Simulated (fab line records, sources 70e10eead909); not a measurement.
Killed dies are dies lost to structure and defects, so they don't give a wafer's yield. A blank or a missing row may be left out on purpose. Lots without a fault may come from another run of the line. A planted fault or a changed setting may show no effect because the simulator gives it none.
Which tool did it? | flow nand_harc | 24 lots, 72 wafers sampled, at 1 step of a route of 1159

WHAT THE GAUGES READ, wafer by wafer
NHARC_P_GATE_CD_MEAS_33. Usual: cd_nm 119 nm, standard deviation 3.4.
lot  | measured     | on        | cd_nm (nm)  | flag
L074 | day 4 21:23  | cd_sem-02 | 125 120 120 |
L075 | day 4 21:40  | cd_sem-01 | 121 117 120 |
L076 | day 5 09:28  | cd_sem-01 | 119 114 115 |
L077 | day 5 09:44  | cd_sem-01 | 117 119 116 |
L079 | day 5 17:55  | cd_sem-02 | 116 121 119 |
L078 | day 5 17:58  | cd_sem-03 | 123 125 126 |
L081 | day 6 11:05  | cd_sem-01 | 120 119 122 |
L080 | day 6 11:28  | cd_sem-02 | 119 116 121 |
L082 | day 6 22:06  | cd_sem-01 | 118 121 128 |
L083 | day 6 22:49  | cd_sem-02 | 123 127 122 |
L084 | day 7 09:38  | cd_sem-03 | 120 122 119 |
L085 | day 7 09:43  | cd_sem-03 | 115 116 115 |
L088 | day 8 02:47  | cd_sem-01 | 121 115 120 |
L086 | day 8 02:52  | cd_sem-03 | 117 122 120 |
L087 | day 8 02:56  | cd_sem-02 | 118 116 117 |
L089 | day 8 20:30  | cd_sem-01 | 121 116 122 |
L090 | day 8 21:19  | cd_sem-02 | 120 116 116 |
L091 | day 9 02:02  | cd_sem-03 | 125 120 122 |
L092 | day 9 02:36  | cd_sem-02 | 117 125 122 |
L093 | day 9 09:20  | cd_sem-01 | 116 118 120 |
L094 | day 9 17:02  | cd_sem-01 | 116 120 117 |
L095 | day 10 00:07 | cd_sem-02 | 117 118 118 |
L096 | day 10 07:41 | cd_sem-01 | 111 121 112 |
L097 | day 10 07:50 | cd_sem-03 | 118 120 113 |

WHICH TOOL RAN EACH LOT (tool, then ch and the chambers of the sampled wafers, then the start)
The record holds no process step before these readings.

WHAT THE TOOLS THEMSELVES READ (means of the sampled wafers that have a number; where no wafer has one, the mark that the record gives instead)
The record holds no such reading with a usual standard deviation.

THE ANSWER, worked out from the rows above alone
Rule: a lot is off if the mean of its wafers that have a number lies more than 3 standard deviations from the usual mean. A lot without any number at a reading at which 4 lots or more have one is off too. The other lots that the step has rows for count as sound. The gauges are gone through in route order, then the tools' own readings, and for those a lot's mean is taken as printed above. The first step at which some lot is off is used, and at that step the reading that is off furthest; a lot without a number counts as furthest.
No lot is off at any reading shown: from this, nothing can be told.

WHAT THE SIMULATOR HAD PUT IN
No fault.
